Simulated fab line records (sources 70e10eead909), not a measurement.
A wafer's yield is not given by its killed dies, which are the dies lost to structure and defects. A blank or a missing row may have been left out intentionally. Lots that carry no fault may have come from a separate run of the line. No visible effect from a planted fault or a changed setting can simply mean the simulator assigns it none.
8D (eight disciplines) problem report, filled in by code	flow nand_harc	the parts of the form that need people (team, actions taken, sign-off) are left out

## 1. PROBLEM STATEMENT
Wafers without a fault read 1000 nm, standard deviation 11; thk_nm at NHARC_A_ONON_D2_THK_MEAS_24 reads a mean of 648 nm on 3 wafers belonging to 2 lots. That puts it -32 standard deviations away from the usual mean.
The step: measures by ellipsometry.
Seen first at day 20 05:31 on film_metro-01, wafer L521.6. The record has a number at this step for 42 wafers belonging to 14 lots. The rule behind "out" and "out of limits": a value lying over 4 standard deviations away from the usual mean. The rest of the wafers with a number are treated as sound.

## 2. WHAT IT IS; WHAT IT IS NOT
question	is	is not
which readings at this step	thk_nm	-
which lots	L521, L523	L505, L506, L507, L509, L511, L512, L513, L514, L515, L516, L518, L527
which wafers of those lots	L521.6, L523.2, L523.6	L521.3, L521.5, L523.1
read on which gauges	film_metro-01	film_metro-02
when	from day 20 05:31	up to then (35 sound wafers); but 4 sound wafers of L523, L527 came after

## 3. SUSPECTS, AND WHAT RULES EACH OUT
Counting: if a tool at a process step up to the reading ran every lot that is out, it stays a suspect. Sound lots after the first of them don't rule it out here, since some wafers of a struck lot are sound.
- the gauge at NHARC_A_ONON_D2_THK_MEAS_24: kept. All the wafers that are out were read on film_metro-01, and no step on other tools shows them out.
- rie_si-03 at NHARC_A_DECK1_JOINT_ETCHBACK_07 (etches the open film in HBr, target depth 105 nm, time 26.9 s): kept. Ran every lot that is out, first one L521 (day 18 03:16); last sound lot up to then L516 (day 15 18:31).
- pecvd_onon-04 at NHARC_A_ONON_D2_DEP_22 (target thk 1000 nm): kept. Ran every lot that is out, first one L521 (day 20 05:07); last sound lot up to then L516 (day 17 19:27).
Still standing after the count: rie_si-03 at NHARC_A_DECK1_JOINT_ETCHBACK_07, pecvd_onon-04 at NHARC_A_ONON_D2_DEP_22, film_metro-01 at NHARC_A_ONON_D2_THK_MEAS_24.

## 4. THE CAUSE (what the simulator had put in)
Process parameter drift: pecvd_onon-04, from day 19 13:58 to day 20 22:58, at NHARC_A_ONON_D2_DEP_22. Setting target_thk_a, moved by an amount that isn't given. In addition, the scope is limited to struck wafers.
3 suspects survive the count, and this tool is in that group.

## 5. THE CHAIN OF EFFECTS, in route order
One row per reading whose mean, taken over the struck wafers that have a number, lies over 3 standard deviations from the usual. Only readings for which the record gives a usual standard deviation are gone through. hours: the time from each lot's start at the first step in this table that gives one to its start at this step, as a median over the lots. sigmas: the change in usual standard deviations.
hours	step	reading	usual	on struck wafers	change	sigmas
0	NHARC_A_ONON_D2_THK_MEAS_24	thk_nm	1000 nm	648	-352	-32

## 6. WHAT WOULD HAVE CAUGHT IT SOONER
The first out-of-limits reading at a measuring or inspecting step in this record came at day 20 05:31, 16 hours after the fault's start at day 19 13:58.
L523, from the lots that are out (2), started NHARC_A_ONON_D2_DEP_22 on pecvd_onon-04 later than day 20 05:31. Putting the tool on hold at that point would have spared it.
